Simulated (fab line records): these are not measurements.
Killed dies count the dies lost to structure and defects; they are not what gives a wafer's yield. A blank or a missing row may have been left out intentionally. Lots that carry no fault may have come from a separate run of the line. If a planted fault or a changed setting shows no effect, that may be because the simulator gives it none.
One fault seen from 2 desks	flow n5-finfet	every desk sees just its own numbers, and what lay behind them comes last

== AT THE METROLOGY DESK ==
Means of the sampled wafers that have a number, per lot and without regard to the tool the lot ran on: this is what the gauges read. If a lot's mean is further than 4 standard deviations from the usual mean, the lot is out of limits and carries the mark OUT (the distance appears in the brackets). Readings shown: 7 of its 12, picked as those furthest out on some lot.
Columns: A = trench-depth-nm at N5_FIN_SAQP_OCD_MEAS_76, usual 119.0 nm; B = FIN_CUT_OVL at N5_FIN_CUT_OVL_MEAS_09, usual 0.4 nm; C = DIBL_P at N5_BEOL_M4_RC_MEAS_101, usual 37.1 mV/V; D = ION_N at N5_BEOL_M4_RC_MEAS_101, usual 674 uA/um; E = ION_P at N5_BEOL_M4_RC_MEAS_101, usual 463 uA/um; F = SS_N at N5_BEOL_M4_RC_MEAS_101, usual 71.7 mV/dec; G = VT_P at N5_BEOL_M4_RC_MEAS_101, usual -250 mV
lot	first seen here	A	B	C	D	E	F	G
L990	day 2 08:49	119.7	0.3	37.0	660	465	71.4	-245
L996	day 3 20:25	120.0	1.6	37.1	674	462	72.1	-248
L100	day 4 21:14	119.0	-0.3	36.5	672	453	72.0	-254
L102	day 5 08:46	115.7	0.4	38.1	682	467	72.0	-250
L105	day 6 02:39	119.9	0.6	38.1	678	465	71.6	-250
L106	day 6 09:03	120.0	0.1	36.7	659	452	72.4	-251
L109	day 7 02:03	118.9	0.6	34.8	671	463	72.0	-249
L111	day 7 14:07	121.2	0.6	34.6	674	467	71.6	-247
L112	day 7 21:08	118.9	0.3	37.3	672	468	70.9	-247
Result from this desk: across the 9 lots, nothing is out of limits.

== AT THE TOOL OWNER'S DESK: rie-diel-04 ==
The tool's own readings at N5_FIN_CUT_ETCH_21 (etches SOC in N2/H2, target depth 219 nm, overetch 43.8 nm, time 523.5 s): means of the sampled wafers that have a number, for each lot that ran on this tool. If a lot's mean is further than 4 standard deviations from the usual mean, the lot is out of limits and carries the mark OUT (the distance appears in the brackets). Shown are 7 of the 8 readings it has, namely the first that went out of limits plus those furthest out on some lot.
Columns: A = oes-product-au at N5_FIN_CUT_ETCH_21, usual 0.69 a.u.; B = rf-fwd-power-W at N5_FIN_CUT_ETCH_21, usual 848.7 W; C = rf-vpp-V at N5_FIN_CUT_ETCH_21, usual 240.6 V; D = run-length-s at N5_FIN_CUT_ETCH_21, usual 546.8 s; E = showerhead-plenum-p-Torr at N5_FIN_CUT_ETCH_21, usual 2.54 Torr; F = temp-c at N5_FIN_CUT_ETCH_21, usual 40.01 C; G = throttle-valve-pct at N5_FIN_CUT_ETCH_21, usual 17.89 %
lot	first seen here	A	B	C	D	E	F	G
L100	day 4 21:55	0.81	847.6	241.7	547.0	2.61	40.11	17.69
L105	day 6 03:20	0.82	849.7	241.1	547.5	2.60	39.93	17.61
L109	day 7 02:43	0.75	845.3	241.1	515.1 (-71) OUT	2.61	39.93	17.98
L111	day 7 14:55	0.81	845.8	240.6	531.0 (-35) OUT	2.58	40.10	17.63
This desk's finding: out of limits on L109, L111; first on L109, day 7 02:43 (run-length-s at N5_FIN_CUT_ETCH_21). L100, L105 stayed within limits.

== ALL TOGETHER ==
On L109, L111, at day 7 02:43, an alarm was possible from the tool owner's desk.
Nothing out of limits was seen by the metrology desk.
The metrology desk has L109, L111 on record, within its limits.
N5_FIN_CUT_ETCH_21 was run on rie-diel-04 by each of the lots named.

== WHAT THE SIMULATOR PUT IN ==
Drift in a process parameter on rie-diel-04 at N5_FIN_CUT_ETCH_21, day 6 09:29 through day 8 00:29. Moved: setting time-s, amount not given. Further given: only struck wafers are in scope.
Struck lots among those shown: L109, L111.
How many hours passed from the start of the fault until each desk's first out-of-limits reading: the tool owner's desk, 17.
